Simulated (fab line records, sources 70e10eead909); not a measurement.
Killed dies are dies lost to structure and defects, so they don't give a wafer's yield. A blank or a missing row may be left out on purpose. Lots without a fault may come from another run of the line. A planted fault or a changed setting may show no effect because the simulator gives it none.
A struck lot beside a sound one | flow nand_harc | 15 steps out of a route of 1302
Sound: wafers L190.2, L190.4, L190.5. Struck: wafer L193.6. The cause comes at the end.
At each step with rows: each side's tool, then ch and its chambers, then its first start. Under that, the readings that differ: sound wafers | struck wafers | difference of the means | sigmas: that difference in standard deviations of wafers without a fault.
alike: readings whose means differ by less than 2 such deviations, and words and numbers that are the same on both sides. not compared: withheld readings, readings that some wafer has no value for, bounds like >300 that may hide the same value, and numbers for which the record gives no deviation and whose values overlap.
The two part at a step that has a row with sigmas, a row that says differs or no value, or rows on one side only. Numbers that don't overlap but have no deviation are shown without sigmas and don't part them. A reading that every wafer of one side lacks parts them only if that side has two wafers or more.

NHARC_A_DECK1_JOINT_ETCHBACK_07: etches the open film in HBr, target depth 105 nm, time 26.9 s.
  sound on rie_si-01 ch 1,2,3, day 14 10:15; struck on rie_si-03 ch 1, day 15 19:07
  alike: drypump_motor_current_A, oes_product_au, run_length_s, throttle_valve_pct
  not compared: rf_hours_counter_h
then, 8 steps without rows for these wafers: NHARC_A_DECK1_JOINT_ETCH_25 (etches SiO2 in dHF, target depth 0.5 nm); NHARC_A_DECK1_JOINT_ETCH_19 (etches poly-Si in TMAH, target depth 3 nm); NHARC_A_DECK1_JOINT_ETCH_18 (etches SiO2 in dHF, target depth 3 nm); NHARC_A_DECK1_JOINT_WET_08 (chemistry H3PO4, time 86 s); NHARC_A_DECK1_JOINT_ETCH_09 (etches SiO2 in dHF, target depth 5 nm); NHARC_A_DECK1_JOINT_WET_10 (chemistry H3PO4, time 86 s); NHARC_A_DECK1_JOINT_ETCH_11 (etches SiO2 in dHF, target depth 35 nm); NHARC_A_DECK1_JOINT_CVD_12 (deposits poly-Si, target thk 90 nm, time 1800 s).
NHARC_A_DECK1_JOINT_CMP_13: polishes, target thk 51.023 nm.
  sound on cmp-03 ch 1,2, day 14 20:40; struck on cmp-01 ch 0, day 16 05:28
  alike: motor_current_A, time_to_endpoint_s
NHARC_A_DECK1_JOINT_THK_MEAS_14: measures by ellipsometry.
  sound on film_metro-02, day 14 20:56; struck on film_metro-01, day 16 05:37
  alike: thk_nm
then, 1 step without rows for these wafers: NHARC_A_DECK1_JOINT_SRD_04.
NHARC_A_DECK1_JOINT_ETCHBACK_00: etches the open film in HBr, target depth 30 nm, time 17.4 s.
  sound on rie_si-06 ch 0,1, day 14 21:03; struck on rie_si-06 ch 0, day 16 05:47
  reading                | sound                | struck | difference | sigmas
  run_length_s (s)       | 38.6 39.1 38.4       | 42.6   | +3.9       | +8
  throttle_valve_pct (%) | 23.271 23.257 23.252 | 23.282 | +0.022     | +2
  alike: drypump_motor_current_A, oes_product_au
  not compared: rf_hours_counter_h
then, 1 step without rows for these wafers: NHARC_A_DECK1_JOINT_PRECLEAN_30 (cleans in SC1).
-- the record jumps here: 14 days lie between the struck wafers' starts before and after (it left off in module A_DECK1_JOINT and takes up again in module END, whose first step shown is number 1302 of the route) --
NHARC_END_SORT_01:
  sound on prober-01 ch 0, day 28 07:24; struck on prober-02 ch 0, day 30 01:11
  alike: killed_at_array, killed_at_other, killed_at_periphery, killed_dies, killed_open, killed_short

WHERE THEY PART
Only at NHARC_A_DECK1_JOINT_ETCHBACK_00, within this record. Later steps at which nothing parts them and some readings are alike: NHARC_END_SORT_01.

WHY: what the simulator had put in
Process parameter drift: rie_si-06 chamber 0, from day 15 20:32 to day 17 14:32, at NHARC_A_DECK1_JOINT_ETCHBACK_00. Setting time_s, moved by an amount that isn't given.
